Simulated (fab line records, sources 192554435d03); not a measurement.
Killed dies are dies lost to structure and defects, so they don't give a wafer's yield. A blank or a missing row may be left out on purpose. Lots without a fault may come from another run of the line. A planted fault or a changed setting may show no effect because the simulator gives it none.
fab line records | flow n5_finfet | part 1 of 2: steps 1 to 15 of 28
record lots=5 wafers=15 last_day=20
route steps=1938 shown BEOL_M0_SAQP@663
lots that met no fault: from a run of the same line without faults
start_h: hours from the record's first day to the start of the lot's first wafer shown | wait_h: hours since the lot's step before | " the same as in the row above | L1.1+2: a row that stands for several wafers | - no value, or no start given | * or withheld: withheld | < > ~ a bound
route shown NAME@n: a module of which the file shows steps, and the number in the route of the first | usual: mean/standard deviation of fault-free wafers | same: alike in all rows | chamber/n: place in a boat | sites: the reading at each site | _std_site: their standard deviation | _edge_site: outer sites' mean less inner sites' | radius_mm: how far each site lies from the wafer's centre | mask NAME#n: copy n | behind: the tool/chamber that last shaped the wafer | hold: why the lot was held/for how many hours/how that ended | device: the transistor (n, p or np) that didn't switch | end of line: the same wafers' tests at the end of the route | a step without rows: its recipe alone | killed: dies lost to structure and defects at the first sort, not the wafer's yield | map: a wafer's dies, x killed, . not, _ none there
set.NAME: the setting as run; set.NAME@STEP: as run at that earlier step | model.NAME: the simulator's own value behind a step, which no gauge read
lots at some steps of the route; a table a step, a row a wafer
services: from which hour (start_h, from the record's first day; less than 0 if before it) a tool's chamber was out of use, for how many hours, and why
## steps
# step N5_BEOL_M0_SAQP_SPACER1_ALD_98
# recipe material=SiO2 target_thk_a=128 temp_c=300 ald_precursor_family=BDEAS ald_co_reactant=O2-plasma pulse_time_s=1 purge_time_s=2 co_reactant_purge_time_s=2 ald_cycles=138 pressure_torr=2
# usual heater_power_w=460/54 precursor_pulse_height_rel=1.000/0.022
# same co_reactant_purge_time_s=2
# columns lot.wafer tool chamber start_h wait_h heater_power_w precursor_pulse_height_rel
L076.1 ald_sin-03 1 123.58 0.3 419 1.028
L076.2 " 1 " " 409 0.996
L076.3 " 1 " " 406 0.999
L078.1 ald_sin-01 3 130.35 0.3 468 1.002
L078.2 " 0 " " 387 1.021
L078.3 " 1 " " 475 0.972
L079.2 ald_sin-02 0 140.96 0.3 439 1.002
L079.5 " 2 " " 436 1.014
L079.6 " 1 " " 456 0.980
L084.1 ald_sin-02 2 171.83 0.3 445 1.019
L084.2 " 0 " " 447 0.981
L084.3 " 1 " " 453 1.005
L087.1 ald_sin-01 1 189.02 0.3 480 0.995
L087.3 " 2 " " 558 1.046
L087.5 " 3 " " 473 1.000
# step N5_BEOL_M0_SAQP_SPACER1_ETCHBACK_99
# recipe chemistry=CHF3/O2 mode=anisotropic_etchback target=SiO2 target_depth_a=154 time_s=7.7 pressure_mtorr=30 source_w=650 bias_w=170 Ar_flow_sccm=200 CHF3_flow_sccm=50 O2_flow_sccm=5 ion_energy_ev=200
# usual drypump_motor_current_A=5.8/0.37 oes_product_au=0.81/0.088 rf_vpp_V=521/6.2 showerhead_plenum_p_Torr=2.40/0.071 throttle_valve_pct=18.88/0.16
# same time_s=7.7
# columns lot.wafer tool chamber start_h wait_h drypump_motor_current_A oes_product_au rf_hours_counter_h rf_vpp_V showerhead_plenum_p_Torr throttle_valve_pct
L076.1 rie_diel-01 2 124.96 1.2 5.7 0.85 55 530 2.44 19.04
L076.2 " 0 " " 5.4 0.67 249 518 2.38 19.26
L076.3 " 3 " " 6.1 0.96 8 516 2.46 18.65
L078.1 rie_diel-06 2 130.87 0.3 5.5 0.83 92 524 2.44 18.80
L078.2 " 3 " " 5.8 0.70 217 518 2.29 18.75
L078.3 " 0 " " 6.5 0.78 129 527 2.51 18.82
L079.2 rie_diel-06 1 141.44 0.3 6.3 1.01 0 512 2.38 18.88
L079.5 " 2 " " 5.5 0.82 - 522 2.44 18.80
L079.6 " 1 " " 6.3 1.00 - 512 2.38 18.90
L084.1 rie_diel-03 0 172.31 0.3 6.0 0.89 35 529 2.36 19.01
L084.2 " 3 " " 6.2 0.83 92 515 2.33 18.70
L084.3 " 2 " " 5.9 0.86 50 519 2.45 18.85
L087.1 rie_diel-01 2 189.50 0.3 5.7 0.82 75 529 2.44 19.09
L087.3 " 3 " " 6.1 0.90 30 515 2.45 18.69
L087.5 " 1 " " 5.6 0.71 - 519 2.28 19.17
# step N5_BEOL_M0_SAQP_MANDREL1_REMOVE_100
# recipe chemistry=HBr/Cl2/O2 bt_time_s=10 target=a-Si stop_on=SiNx endpoint=OES-SiCl over_etch_frac=0.85 icp_w=600 bias_w=30 HBr_flow_sccm=150 Cl2_flow_sccm=80 O2_flow_sccm=5 pressure_mtorr=10
# usual drypump_motor_current_A=5.6/0.43 mfc_cl2_sccm=80.05/0.25 oes_product_au=1.006/0.017 throttle_valve_pct=36.50/0.21
# columns lot.wafer tool chamber start_h wait_h drypump_motor_current_A mfc_cl2_sccm oes_product_au rf_hours_counter_h throttle_valve_pct
L076.1 rie_si-02 0 125.05 0.1 5.7 79.88 1.006 99 36.74
L076.2 " 3 " " 4.9 79.77 1.014 27 36.65
L076.3 " 1 " " 5.4 79.90 1.032 36 36.32
L078.1 rie_si-04 3 130.96 0.1 5.3 80.13 0.993 168 36.66
L078.2 " 1 " " 6.2 80.71 1.012 114 36.32
L078.3 " 0 " " 5.3 79.72 1.008 9 36.38
L079.2 rie_si-02 0 141.53 0.1 5.8 80.09 0.995 99 36.76
L079.5 " 0 " " 5.8 79.71 0.999 - 36.73
L079.6 " 1 " " 5.4 80.30 1.043 - 36.33
L084.1 rie_si-06 1 172.39 0.1 6.1 80.39 0.994 51 36.60
L084.2 " 3 " " 5.9 80.48 1.014 135 36.61
L084.3 " 2 " " 6.2 79.63 0.987 89 36.12
L087.1 rie_si-02 1 189.58 0.1 5.4 79.93 1.019 38 36.33
L087.3 " 0 " " 5.7 80.12 0.990 100 36.75
L087.5 " 0 " " 5.8 80.15 1.000 - 36.72
# step N5_BEOL_M0_SAQP_CD_MEAS_25
# recipe target_cd_nm=13.1 landing_energy_ev=1000 detector=se_inlens
# usual cd_nm=12.79/0.21
# columns lot.wafer tool chamber start_h wait_h cd_nm
L076.1 cd_sem-03 0 125.16 0.1 12.80
L076.2 " 0 " " 13.02
L076.3 " 0 " " 12.93
L078.1 cd_sem-02 0 131.07 0.1 12.87
L078.2 " 0 " " 12.79
L078.3 " 0 " " 12.23
L079.2 cd_sem-02 0 141.64 0.1 12.60
L079.5 " 0 " " 12.72
L079.6 " 0 " " 12.70
L084.1 cd_sem-03 0 172.50 0.1 12.66
L084.2 " 0 " " 12.78
L084.3 " 0 " " 13.20
L087.1 cd_sem-03 0 189.69 0.1 13.11
L087.3 " 0 " " 13.08
L087.5 " 0 " " 12.93
# step N5_BEOL_M0_SAQP_ETCH_101
# recipe chemistry=CH3F/O2 target=SiNx mask_material=SiO2 target_depth_a=299 time_s=42.7 pressure_mtorr=30 source_w=395 bias_w=73 Ar_flow_sccm=150 CH3F_flow_sccm=30 O2_flow_sccm=20 ion_energy_ev=120
# usual drypump_motor_current_A=5.9/0.39 oes_product_au=0.81/0.094 rf_vpp_V=296/3.4 showerhead_plenum_p_Torr=1.99/0.064 throttle_valve_pct=16.34/0.15
# same time_s=42.7
# columns lot.wafer tool chamber start_h wait_h drypump_motor_current_A oes_product_au rf_hours_counter_h rf_vpp_V showerhead_plenum_p_Torr throttle_valve_pct
L076.1 rie_diel-06 0 125.20 0.0 6.5 0.79 126 298 2.09 16.29
L076.2 " 2 " " 5.5 0.83 89 297 2.03 16.26
L076.3 " 3 " " 5.8 0.70 215 292 1.90 16.24
L078.1 rie_diel-01 2 131.11 0.0 5.7 0.83 57 301 2.03 16.51
L078.2 " 1 " " 5.6 0.72 219 295 1.90 16.62
L078.3 " 3 " " 6.1 0.96 11 293 2.04 16.09
L079.2 rie_diel-03 0 141.68 0.0 6.0 0.90 26 300 1.97 16.42
L079.5 " 1 " " 5.2 0.71 - 302 2.06 16.20
L079.6 " 2 " " 5.9 0.87 - 292 2.04 16.27
L084.1 rie_diel-01 3 172.54 0.0 6.1 0.93 25 293 2.04 16.13
L084.2 " 2 " " 5.7 0.83 69 300 2.03 16.51
L084.3 " 0 " " 5.4 0.94 10 295 1.97 16.28
L087.1 rie_diel-01 1 189.73 0.0 5.6 0.71 239 295 1.89 16.65
L087.3 " 3 " " 6.1 0.91 30 292 2.04 16.14
L087.5 " 0 " " 5.4 0.91 - 293 1.97 16.30
# step N5_BEOL_M0_SAQP_ETCH_102
# recipe chemistry=CF4 target=SiO2 target_depth_a=40 ion_energy_ev=350 time_s=4.4 pressure_mtorr=10 icp_w=800 bias_w=400 cf4_flow_sccm=80
# usual drypump_motor_current_A=5.7/0.41 oes_product_au=1.002/0.02 throttle_valve_pct=21.64/0.16
# same time_s=4.4
# columns lot.wafer tool chamber start_h wait_h drypump_motor_current_A oes_product_au rf_hours_counter_h throttle_valve_pct
L076.1 rie_si-06 1 125.30 0.1 6.1 0.995 50 21.66
L076.2 " 2 " " 6.1 0.984 88 21.35
L076.3 " 3 " " 5.9 1.005 134 21.80
L078.1 rie_si-02 1 131.21 0.1 5.4 1.024 36 21.55
L078.2 " 2 " " 6.0 0.999 171 21.53
L078.3 " 3 " " 4.9 1.003 27 21.72
L079.2 rie_si-04 3 141.78 0.1 5.3 0.985 168 21.71
L079.5 " 2 " " 5.0 1.040 - 21.65
L079.6 " 1 " " 6.2 1.022 - 21.40
L084.1 rie_si-02 0 172.65 0.1 5.8 1.010 100 21.81
L084.2 " 1 " " 5.4 1.031 37 21.56
L084.3 " 3 " " 4.9 0.997 28 21.72
L087.1 rie_si-06 2 189.84 0.1 6.2 0.975 89 21.35
L087.3 " 1 " " 6.1 0.980 51 21.65
L087.5 " 3 " " 5.9 1.011 - 21.79
# step N5_BEOL_M0_SAQP_MANDREL_ETCH_103
# recipe chemistry=HBr/Cl2 target=a-Si target_depth_a=450 bt_time_s=10 stop_on=SiCN mask_material=SiO2 over_etch_frac=0.8 time_s=27 pressure_mtorr=10 icp_w=800 bias_w=75 HBr_flow_sccm=150 Cl2_flow_sccm=80 ends=end_point
# usual drypump_motor_current_A=5.7/0.42 mfc_cl2_sccm=79.96/0.26 oes_product_au=0.684/0.013 throttle_valve_pct=35.25/0.23
# columns lot.wafer tool chamber start_h wait_h drypump_motor_current_A mfc_cl2_sccm oes_product_au rf_hours_counter_h throttle_valve_pct
L076.1 rie_si-06 1 125.34 0.0 6.1 80.06 0.668 50 35.32
L076.2 " 2 " " 6.2 79.85 0.666 88 34.89
L076.3 " 3 " " 5.9 79.90 0.685 134 35.38
L078.1 rie_si-02 1 131.24 0.0 5.4 79.60 0.707 36 35.07
L078.2 " 2 " " 6.0 80.25 0.690 171 34.96
L078.3 " 3 " " 4.9 80.06 0.669 27 35.41
L079.2 rie_si-04 3 141.81 0.0 5.3 80.24 0.673 168 35.40
L079.5 " 2 " " 5.0 80.16 0.704 - 35.35
L079.6 " 1 " " 6.2 79.69 0.700 - 35.03
L084.1 rie_si-02 0 172.68 0.0 5.7 79.70 0.679 100 35.50
L084.2 " 1 " " 5.4 80.06 0.689 37 35.08
L084.3 " 3 " " 4.9 80.53 0.673 28 35.40
L087.1 rie_si-06 2 189.87 0.0 6.2 79.94 0.663 89 34.88
L087.3 " 1 " " 6.1 79.71 0.668 51 35.34
L087.5 " 3 " " 5.9 79.88 0.701 - 35.35
# step N5_BEOL_M0_SAQP_RECESS_104
# recipe chemistry=HF/NH3 target=SiO2 target_depth_a=180 afs_cycles=3 temp_c=30 sublimation_temp_c=180 sublimation_time_s=60
# usual drypump_motor_current_A=5.2/0.36
# columns lot.wafer tool chamber start_h wait_h drypump_motor_current_A
L076.1 vapor_etch-01 0 125.50 0.1 4.7
L076.2 " 1 " " 5.8
L076.3 " 0 " " 4.7
L078.1 vapor_etch-02 1 131.59 0.3 5.1
L078.2 " 0 " " 5.2
L078.3 " 0 " " 5.2
L079.2 vapor_etch-02 1 141.89 0.1 5.1
L079.5 " 0 " " 5.3
L079.6 " 1 " " 5.1
L084.1 vapor_etch-02 1 172.76 0.1 5.1
L084.2 " 0 " " 5.2
L084.3 " 1 " " 5.1
L087.1 vapor_etch-01 0 189.95 0.1 4.7
L087.3 " 0 " " 4.7
L087.5 " 1 " " 5.8
# step N5_BEOL_M0_SAQP_COAT_105
# recipe resist=SOC temp_c=250 time_s=60 spin_rpm=1500 resist_thk_nm=100
# same time_s=60
# columns lot.wafer tool chamber start_h wait_h
L076.1+2+3 litho_track-02 0 125.89 0.3
L078.1+2+3 litho_track-05 0 131.98 0.3
L079.2+5+6 litho_track-02 0 142.28 0.3
L084.1+2+3 litho_track-03 0 173.14 0.3
L087.1+3+5 litho_track-03 0 190.33 0.3
# step N5_BEOL_M0_SAQP_ETCH_106
# recipe chemistry=N2/H2 target=SOC target_depth_a=1500 stop_on=SiNx ion_energy_ev=100 bias_w=61 pressure_mtorr=30 source_w=850 n2_flow_sccm=200 h2_flow_sccm=200
# usual drypump_motor_current_A=5.9/0.38 oes_product_au=0.81/0.086 rf_vpp_V=240.8/1.3 showerhead_plenum_p_Torr=2.54/0.081 throttle_valve_pct=17.78/0.16
# columns lot.wafer tool chamber start_h wait_h drypump_motor_current_A oes_product_au rf_hours_counter_h rf_vpp_V showerhead_plenum_p_Torr throttle_valve_pct
L076.1 rie_diel-03 3 125.99 - 6.2 0.82 77 240.5 2.47 17.49
L076.2 " 2 " " 5.9 0.86 36 241.3 2.60 17.78
L076.3 " 1 " " 5.2 0.71 204 240.8 2.63 17.66
L078.1 rie_diel-01 1 132.04 - 5.6 0.72 220 240.7 2.41 18.17
L078.2 " 2 " " 5.7 0.82 58 241.5 2.58 18.00
L078.3 " 3 " " 6.0 0.94 11 240.2 2.61 17.61
L079.2 rie_diel-01 3 142.34 - 6.1 0.92 15 241.6 2.61 17.62
L079.5 " 3 " " 6.1 0.92 - 242.9 2.61 17.61
L079.6 " 2 " " 5.7 0.82 - 242.8 2.58 18.00
L084.1 rie_diel-06 0 173.21 - 6.5 0.77 142 241.8 2.65 17.82
L084.2 " 2 " " 5.5 0.80 104 241.3 2.57 17.66
L084.3 " 1 " " 6.3 0.94 9 239.1 2.50 17.80
L087.1 rie_diel-03 3 190.55 - 6.2 0.81 97 239.7 2.46 17.56
L087.3 " 1 " " 5.2 0.69 223 240.6 2.62 17.72
L087.5 " 1 " " 5.2 0.70 - 240.8 2.62 17.71
# step N5_BEOL_M0_SAQP_ETCH_107
# recipe chemistry=CH3F/O2 target=SiNx target_depth_a=300 mask_material=SOC pressure_mtorr=30 source_w=395 bias_w=73 Ar_flow_sccm=150 CH3F_flow_sccm=30 O2_flow_sccm=20 ion_energy_ev=120
# usual drypump_motor_current_A=5.9/0.38 oes_product_au=0.82/0.089 rf_vpp_V=296/3.6 showerhead_plenum_p_Torr=1.99/0.063 throttle_valve_pct=16.31/0.14
# columns lot.wafer tool chamber start_h wait_h drypump_motor_current_A oes_product_au rf_hours_counter_h rf_vpp_V showerhead_plenum_p_Torr throttle_valve_pct
L076.1 rie_diel-03 3 126.05 0.0 6.2 0.83 77 294 1.94 16.13
L076.2 " 2 " " 5.9 0.87 36 293 2.04 16.24
L076.3 " 1 " " 5.2 0.71 204 302 2.06 16.22
L078.1 rie_diel-01 1 132.10 0.0 5.6 0.72 220 295 1.90 16.63
L078.2 " 2 " " 5.7 0.83 58 301 2.03 16.48
L078.3 " 3 " " 6.1 0.95 11 292 2.04 16.09
L079.2 rie_diel-01 3 142.40 0.0 6.1 0.95 15 291 2.04 16.10
L079.5 " 3 " " 6.1 0.94 - 292 2.04 16.10
L079.6 " 2 " " 5.7 0.83 - 301 2.03 16.49
L084.1 rie_diel-06 0 173.27 0.0 6.5 0.77 142 300 2.09 16.33
L084.2 " 2 " " 5.5 0.80 104 297 2.02 16.29
L084.3 " 1 " " 6.3 0.96 9 292 1.97 16.35
L087.1 rie_diel-03 3 190.61 0.0 6.2 0.81 97 293 1.93 16.16
L087.3 " 1 " " 5.2 0.70 224 301 2.06 16.25
L087.5 " 1 " " 5.2 0.70 - 301 2.06 16.26
# step N5_BEOL_M0_SAQP_STRIP_108
# recipe chemistry=N2/H2 power_w=500 temp_c=40 pressure_mtorr=50 rf_frequency_hz=6e+07 overash_fraction=0.3 bias_power_w=28 h2_frac=0.5 n2_flow_sccm=300 h2_flow_sccm=300
# usual bias_power_w=28.00/0.088 drypump_motor_current_A=5.9/0.38 oes_product_au=0.82/0.09 rf_vpp_V=121.9/1 showerhead_plenum_p_Torr=3.35/0.1 throttle_valve_pct=18.88/0.29
# columns lot.wafer tool chamber start_h wait_h bias_power_w drypump_motor_current_A oes_product_au rf_hours_counter_h rf_vpp_V showerhead_plenum_p_Torr throttle_valve_pct
L076.1 rie_diel-03 3 126.09 0.0 27.93 6.2 0.84 78 122.0 3.26 18.38
L076.2 " 2 " " 28.11 5.9 0.86 36 121.9 3.43 18.94
L076.3 " 1 " " 28.22 5.2 0.71 204 121.5 3.46 18.84
L078.1 rie_diel-01 1 132.14 0.0 28.03 5.6 0.72 220 122.9 3.19 19.54
L078.2 " 2 " " 28.00 5.7 0.84 58 121.7 3.41 19.20
L078.3 " 3 " " 28.04 6.1 0.96 11 122.5 3.44 18.64
L079.2 rie_diel-01 3 142.44 0.0 28.06 6.1 0.94 15 122.2 3.44 18.65
L079.5 " 3 " " 28.01 6.1 0.94 - 123.0 3.44 18.66
L079.6 " 2 " " 28.02 5.7 0.83 - 122.2 3.41 19.21
L084.1 rie_diel-06 0 173.31 0.0 27.95 6.5 0.78 142 121.8 3.50 19.15
L084.2 " 2 " " 28.01 5.5 0.81 104 122.5 3.39 18.48
L084.3 " 1 " " 28.04 6.3 0.97 9 122.1 3.30 18.87
L087.1 rie_diel-03 3 190.65 0.0 28.07 6.2 0.82 97 120.3 3.25 18.42
L087.3 " 1 " " 28.07 5.2 0.69 224 122.0 3.45 18.90
L087.5 " 1 " " 28.17 5.2 0.69 - 122.8 3.45 18.88
# step N5_BEOL_M0_SAQP_RECESS_109
# recipe chemistry=HF/NH3 target=SiO2 target_depth_a=30 afs_cycles=1 temp_c=30 sublimation_temp_c=180 sublimation_time_s=60
# usual drypump_motor_current_A=5.2/0.32
# columns lot.wafer tool chamber start_h wait_h drypump_motor_current_A
L076.1 vapor_etch-01 0 126.15 0.0 4.7
L076.2 " 1 " " 5.8
L076.3 " 1 " " 5.8
L078.1 vapor_etch-02 1 132.21 0.0 5.1
L078.2 " 0 " " 5.2
L078.3 " 1 " " 5.1
L079.2 vapor_etch-01 1 142.50 0.0 5.8
L079.5 " 1 " " 5.8
L079.6 " 0 " " 4.7
L084.1 vapor_etch-02 1 173.37 0.0 5.1
L084.2 " 0 " " 5.2
L084.3 " 1 " " 5.1
L087.1 vapor_etch-01 0 190.71 0.0 4.7
L087.3 " 1 " " 5.8
L087.5 " 1 " " 5.8
# step N5_BEOL_M0_SAQP_SPACER2_ALD_26
# recipe material=SiO2 target_thk_a=150 temp_c=300 ald_precursor_family=BDEAS ald_co_reactant=O2-plasma pulse_time_s=1 purge_time_s=2 co_reactant_purge_time_s=2 pressure_torr=2
# usual heater_power_w=463/55 precursor_pulse_height_rel=0.999/0.02
# same co_reactant_purge_time_s=2
# columns lot.wafer tool chamber start_h wait_h heater_power_w precursor_pulse_height_rel
L076.1 ald_sin-01 2 126.29 0.1 556 0.969
L076.2 " 0 " " 381 1.023
L076.3 " 3 " " 466 1.013
L078.1 ald_sin-02 2 133.16 0.9 447 0.992
L078.2 " 0 " " 449 0.979
L078.3 " 3 " " 453 0.980
L079.2 ald_sin-03 1 142.65 0.1 405 0.992
L079.5 " 3 " " 474 0.987
L079.6 " 2 " " 599 1.043
L084.1 ald_sin-03 2 173.51 0.1 589 0.999
L084.2 " 3 " " 467 1.016
L084.3 " 1 " " 411 0.986
L087.1 ald_sin-02 0 190.87 0.1 430 0.997
L087.3 " 2 " " 443 0.994
L087.5 " 3 " " 401 0.990
# step N5_BEOL_M0_SAQP_SPACER2_ETCHBACK_27
# recipe chemistry=CHF3/O2 mode=anisotropic_etchback target=SiO2 target_depth_a=225 time_s=11.25 pressure_mtorr=30 source_w=650 bias_w=170 Ar_flow_sccm=200 CHF3_flow_sccm=50 O2_flow_sccm=5 ion_energy_ev=200
# usual drypump_motor_current_A=5.9/0.39 oes_product_au=0.81/0.086 rf_vpp_V=522/6.4 showerhead_plenum_p_Torr=2.40/0.071 throttle_valve_pct=18.87/0.14
# same time_s=11.25
# columns lot.wafer tool chamber start_h wait_h drypump_motor_current_A oes_product_au rf_hours_counter_h rf_vpp_V showerhead_plenum_p_Torr throttle_valve_pct
L076.1 rie_diel-01 1 126.91 0.4 5.6 0.72 218 519 2.29 19.14
L076.2 " 2 " " 5.7 0.83 56 527 2.44 19.06
L076.3 " 3 " " 6.1 0.95 9 513 2.46 18.66
L078.1 rie_diel-03 1 133.73 0.3 5.2 0.70 206 533 2.48 18.72
L078.2 " 0 " " 6.0 0.90 23 529 2.37 18.97
L078.3 " 3 " " 6.2 0.83 80 517 2.34 18.67
L079.2 rie_diel-01 3 143.20 0.3 6.0 0.94 15 513 2.46 18.66
L079.5 " 2 " " 5.7 0.83 - 530 2.44 19.05
L079.6 " 3 " " 6.1 0.93 - 514 2.46 18.66
L084.1 rie_diel-03 3 174.40 0.6 6.2 0.82 93 517 2.33 18.71
L084.2 " 2 " " 5.9 0.85 50 517 2.45 18.84
L084.3 " 0 " " 6.0 0.88 36 528 2.36 19.00
L087.1 rie_diel-03 3 191.42 0.3 6.2 0.82 98 516 2.33 18.70
L087.3 " 2 " " 5.9 0.84 55 517 2.45 18.86
L087.5 " 0 " " 6.0 0.87 - 529 2.36 19.00
